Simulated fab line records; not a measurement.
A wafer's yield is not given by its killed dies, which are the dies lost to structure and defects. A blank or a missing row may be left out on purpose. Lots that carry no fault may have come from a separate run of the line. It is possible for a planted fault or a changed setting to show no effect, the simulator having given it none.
Split-lot study	flow n5 finfet	7 lots, 21 wafers read, on a route of 1938 steps

== THE SPLIT ==
At N5_PMOS_HMC_CHANNEL_EPI_PEB_07 (peb time 60 s), the setting peb time s was moved away from the recipe's 60 s on 6 of the 21 wafers read, by -17.7% to +10.1%. All remaining wafers had this setting at the recipe value.

== FROM THE SPLIT ON TO THE READING: in between, the file shows 1 step ==
- N5_PMOS_HMC_CHANNEL_EPI_DEVELOP_08: develop time 30 s

== THE READING ==
cd nm at N5_PMOS_HMC_CHANNEL_EPI_CD_MEAS_09, given in nm (cd target 237.4 nm). Fault-free wafers of this fab line usually give 237.0 nm, standard deviation 0.94 nm.

wafer	tool, chamber at the split	peb time s as run, s	against the recipe	cd nm, nm	against lot-mates on the recipe
L076.1	litho track-04, 0	60	recipe	237.7	-
L076.4	litho track-04, 0	60	recipe	237.8	-
L076.5	litho track-04, 0	60	recipe	237.4	-
L084.1	litho track-04, 0	60	recipe	237.0	-
L084.4	litho track-04, 0	60	recipe	237.7	-
L084.5	litho track-04, 0	60	recipe	236.5	-
L085.1	litho track-04, 0	60	recipe	236.6	-
L085.3	litho track-04, 0	60	recipe	235.9	-
L085.5	litho track-04, 0	60	recipe	236.0	-
L086.2	litho track-03, 0	66.05	+10.1%	242.6	+5.4
L086.4	litho track-03, 0	66.05	+10.1%	240.8	+3.6
L086.5	litho track-03, 0	60	recipe	237.2	-
L088.1	litho track-04, 0	50.02	-16.6%	228.9	-7.8
L088.4	litho track-04, 0	60	recipe	236.7	-
L088.6	litho track-04, 0	50.02	-16.6%	228.0	-8.7
L089.2	litho track-03, 0	60	recipe	236.2	-
L089.3	litho track-03, 0	60	recipe	236.8	-
L089.6	litho track-03, 0	60	recipe	236.3	-
L091.1	litho track-04, 0	49.41	-17.7%	228.6	-9.5
L091.4	litho track-04, 0	49.41	-17.7%	230.5	-7.6
L091.6	litho track-04, 0	60	recipe	238.1	-

FIT RESULTS
A straight line over all 21 wafers: cd nm changes by +0.463 nm for each +1% of peb time s; r = +0.98; the points scatter about the line by 0.83 nm.
The same after taking each lot's own level away (the mean of its wafers on the recipe; 21 wafers): +0.481 nm for each +1%; r = +0.99; scatter 0.53 nm.
That fit puts the effect of the largest move of peb time s on the reading at 8.5 nm.
Measured against the standard deviation above, the lots' own levels, which go from 236.17 to 238.10 nm, span 2.1 times it.
Consequently the slope shifts little with the lot-to-lot level, the two slopes agreeing.
Check: -8.27 nm against its lot-mates is what the line predicts for one of the wafers moved furthest among these (-17.7%) when that wafer is left out of the fit. It came out at -9.5 nm against them.

== THESE WAFERS: OTHER SPLITS ==
Note: prior to the reading, these wafers also went through further splits. Each is held against what the fit with the lots' levels taken away leaves over:
other split on the same wafers	wafers away from the commonest value	r with cd nm (lot level and that fit taken away)
N5_ZERO_LAYER_PECVD_02 time s	11	-0.41
N5_ZERO_LAYER_COAT_05 spin rpm	6	-0.17

== THE WHOLE CHAIN: every reading that the file lists as answering this split, in the file's order ==
step	what it does	reading	change (the file's fit)	r (the file's)
N5_PMOS_HMC_CHANNEL_EPI_CD_MEAS_09	target cd 237.4 nm	cd nm	+0.483 nm for each +1% of the setting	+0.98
N5_PMOS_HMC_CHANNEL_EPI_DESCUM_14	chemistry O2, time 7.9 s	PMOS_HMC_CHANNEL_EPI.cd nm (the simulator's own value, which no gauge read)	+0.469 nm for each +1% of the setting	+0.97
N5_PMOS_HMC_CHANNEL_EPI_ETCH_32	etches BARC in N2/H2, stops on SiO2, target depth 85.8 nm, time 50.3 s	PMOS_HMC_CHANNEL_EPI.cd nm (the simulator's own value, which no gauge read)	+0.482 nm for each +1% of the setting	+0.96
N5_PMOS_HMC_CHANNEL_EPI_FIN_RECESS_16	chemistry HBr/Cl2, target Si, target depth 54 nm, time 18 s	PMOS_HMC_CHANNEL_EPI.cd nm (the simulator's own value, which no gauge read)	+0.489 nm for each +1% of the setting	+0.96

== THE FILE'S OWN FIT ==
cd nm changes by +0.483 nm for each +1% of peb time s, r = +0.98.
